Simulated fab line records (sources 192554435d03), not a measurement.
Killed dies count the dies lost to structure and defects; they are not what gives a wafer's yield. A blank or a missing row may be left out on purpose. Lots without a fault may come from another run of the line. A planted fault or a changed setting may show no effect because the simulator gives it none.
Matching of chambers	flow n5 finfet	4 sister chambers for N5_HKMG_FIN_CMP_94 on cmp-02
The step polishes, stops on SiNx, t overpolish 4.7 s, target thk 43.299 nm. 14 wafers are shown with their chamber, then 7 later ones without.

WAFERS, EACH WITH ITS CHAMBER
wafer	chamber	motor current A (A)	slurry filter dp kPa (kPa)
L074.1	2	13.4	13.52
L074.3	1	13.5	13.54
L074.6	3	11.7	13.53
L077.2	3	11.7	13.46
L077.3	2	13.9	13.41
L077.6	1	13.8	13.75
L078.1	2	13.7	13.28
L078.5	1	13.2	13.25
L078.6	2	12.9	13.50
L085.1	3	11.1	13.57
L085.4	2	13.3	13.56
L085.5	2	12.9	13.46
L090.4	0	12.7	13.67
L090.5	3	10.9	13.64

SIGNATURES, as means of the wafers listed above
reading	chamber 0	chamber 1	chamber 2	chamber 3	scatter within a chamber
motor current A	12.700	13.500	13.350	11.350	0.391
slurry filter dp kPa	13.6700	13.5133	13.4550	13.5500	0.139
Rule: a wafer's distance from a chamber is the root of the sum, over the readings, of the square of ((its reading less the chamber's mean) divided by the reading's scatter). If the next closest chamber is less than 2 further off than the closest, the wafer can't be placed; otherwise it belongs to the closest. The scatter is the square root of a quotient: the sum, over the shown wafers, of each reading's squared deviation from its chamber's mean, divided by wafers minus chambers.

WAFERS WITH NO CHAMBER GIVEN
wafer	motor current A (A)	slurry filter dp kPa (kPa)
L090.6	12.8	13.32
L093.2	11.2	13.63
L093.4	12.8	13.77
L093.5	13.2	13.48
L094.1	12.9	13.35
L094.4	12.7	13.29
L094.5	13.7	13.55

CHAMBER TAKEN BY EACH
wafer	from the rows above	in truth
L090.6	can't be placed: 2 or 1 or 0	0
L093.2	3	3
L093.4	can't be placed: 0 or 1 or 2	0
L093.5	can't be placed: 2 or 1 or 0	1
L094.1	can't be placed: 2 or 1 or 0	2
L094.4	can't be placed: 2 or 1 or 0 or 3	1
L094.5	can't be placed: 1 or 2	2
Correct placement for 1 of the 7. These rows do not allow placing 6 (true chamber among the candidates in 6). Placed wrongly: 0.
